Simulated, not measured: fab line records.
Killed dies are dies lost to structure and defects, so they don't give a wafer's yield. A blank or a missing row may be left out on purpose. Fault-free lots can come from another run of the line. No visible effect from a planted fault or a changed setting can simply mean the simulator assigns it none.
Lot-split experiment ; flow n5_finfet ; 7 lots, 21 wafers read, on a route of 1938 steps

== SPLIT DETAILS ==
At N5_BEOL_M11_PEB_26 (peb time 60 s), the setting peb_time_s was moved away from the recipe's 60 s on 7 of the 21 wafers read, by -22.0% to +12.1%. All remaining wafers had this setting at the recipe value.

== FROM THE SPLIT TO THE READING: what the file shows between them, 1 step ==
- N5_BEOL_M11_DEVELOP_27: develop time 30 s

== THE READING ==
Shown in nm: cd_nm at N5_BEOL_M11_CD_MEAS_28, with target cd 70 nm. Typical for fault-free wafers on this fab line: 70.6 nm, with standard deviation 0.74 nm.

wafer;tool, chamber at the split;peb_time_s as run, s;against the recipe;cd_nm, nm;against lot-mates on the recipe
L075.2;litho_track-01, 0;60;recipe;70.6;-
L075.3;litho_track-01, 0;60;recipe;70.9;-
L075.4;litho_track-01, 0;46.81;-22.0%;59.2;-11.5
L078.1;litho_track-05, 0;60;recipe;70.2;-
L078.3;litho_track-05, 0;67.25;+12.1%;75.6;+5.4
L078.6;litho_track-05, 0;67.25;+12.1%;74.7;+4.5
L077.1;litho_track-05, 0;60;recipe;70.0;-
L077.3;litho_track-05, 0;60;recipe;70.4;-
L077.4;litho_track-05, 0;60;recipe;70.1;-
L084.2;litho_track-05, 0;65.12;+8.5%;74.5;no lot-mate on the recipe
L084.4;litho_track-05, 0;65.12;+8.5%;74.6;no lot-mate on the recipe
L084.6;litho_track-05, 0;65.12;+8.5%;75.8;no lot-mate on the recipe
L087.1;litho_track-05, 0;60;recipe;69.4;-
L087.5;litho_track-05, 0;60;recipe;70.4;-
L087.6;litho_track-05, 0;60;recipe;70.4;-
L088.2;litho_track-05, 0;60;recipe;70.7;-
L088.3;litho_track-05, 0;60;recipe;70.1;-
L088.6;litho_track-05, 0;60;recipe;69.8;-
L091.1;litho_track-01, 0;53.88;-10.2%;65.8;-4.8
L091.4;litho_track-01, 0;60;recipe;71.0;-
L091.6;litho_track-01, 0;60;recipe;70.2;-

FIT RESULTS
A straight line over all 21 wafers: cd_nm changes by +0.48 nm for each +1% of peb_time_s; r = +0.99; the points scatter about the line by 0.61 nm.
The same after taking each lot's own level away (the mean of its wafers on the recipe; 18 wafers): +0.479 nm for each +1%; r = +0.99; scatter 0.5 nm.
That fit puts the effect of the largest move of peb_time_s on the reading at 11 nm.
The lots' own levels span 70.07 to 70.75 nm, that is 0.9 times the standard deviation above.
Consequently the slope shifts little with the lot-to-lot level, the two slopes agreeing.
Check: -9.45 nm against its lot-mates is what the line predicts for one of the wafers moved furthest among these (-22.0%) when that wafer is left out of the fit. Against them it came out at -11.5 nm.

== THE OTHER SPLITS THESE WAFERS WENT THROUGH ==
These wafers also went through other splits before the reading. Each is held against what the fit with the lots' levels taken away leaves over:
other split on the same wafers;wafers away from the commonest value;r with cd_nm (lot level and that fit taken away)
N5_BEOL_M7_COAT_22 spin_rpm;9;+0.23
N5_BEOL_M8_ETCH_65 source_w;4;-0.10
N5_BEOL_M8_VIA_ETCH_34 source_w;6;-0.07
N5_BEOL_M9_COAT_60 spin_rpm;9;-0.16
N5_BEOL_M10_COAT_05 spin_rpm;7;+0.13
N5_BEOL_M11_COAT_22 spin_rpm;2;+0.28

== THE FILE'S OWN FIT ==
cd_nm changes by +0.496 nm for each +1% of peb_time_s, r = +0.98.
